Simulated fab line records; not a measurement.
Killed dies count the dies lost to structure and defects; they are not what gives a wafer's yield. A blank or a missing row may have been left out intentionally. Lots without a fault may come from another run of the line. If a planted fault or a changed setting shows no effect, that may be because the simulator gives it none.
Matching of chambers + flow n5-finfet + ald-metal-04 running N5_BEOL_M9_ALD_74: 4 sister chambers
The step deposits TaN, target thk 2 nm, pulse time 2 s, purge time 3 s. 4 wafers are shown with their chamber, then 11 later ones without.

WAFERS WITH THEIR CHAMBER
| wafer  | chamber | heater-power-w (W) |
|--------|---------|--------------------|
| L084.2 | 1       | 427                |
| L083.2 | 0       | 429                |
| L083.5 | 2       | 375                |
| L087.1 | 3       | 462                |

WAFERS WHOSE CHAMBER IS MISSING
| wafer  | heater-power-w (W) |
|--------|--------------------|
| L087.3 | 429                |
| L087.6 | 428                |
| L094.1 | 421                |
| L094.4 | 444                |
| L094.6 | 422                |
| L095.1 | 435                |
| L095.3 | 401                |
| L095.4 | 431                |
| L097.2 | 386                |
| L097.5 | 430                |
| L097.6 | 426                |

CHAMBER TAKEN BY EACH
| wafer  | from the rows above          | in truth |
|--------|------------------------------|----------|
| L087.3 | can't be placed: 0 or 1      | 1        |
| L087.6 | can't be placed: 0 or 1      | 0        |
| L094.1 | can't be placed: 1 or 0      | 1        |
| L094.4 | can't be placed: 0 or 1 or 3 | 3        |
| L094.6 | can't be placed: 1 or 0      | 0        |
| L095.1 | can't be placed: 0 or 1      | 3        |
| L095.3 | can't be placed: 1 or 2 or 0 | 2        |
| L095.4 | can't be placed: 0 or 1      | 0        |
| L097.2 | 2                            | 2        |
| L097.5 | can't be placed: 0 or 1      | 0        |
| L097.6 | can't be placed: 1 or 0      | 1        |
Correct placement for 1 of the 11. These rows do not allow placing 10 (true chamber among the candidates in 9). Wrongly placed: 0.
How it was worked out, from the rows above alone: a wafer's distance from a chamber is the root of the sum, over the readings, of the square of ((its reading less the chamber's mean) divided by the reading's scatter). The wafer belongs to the nearest chamber; if the next one is less than 2 further off, it can't be placed. A chamber's mean is the mean of its shown wafers. The scatter (one wafer shown for each chamber): square how far every hidden wafer sits from the nearest shown wafer, average those squares and take the square root.
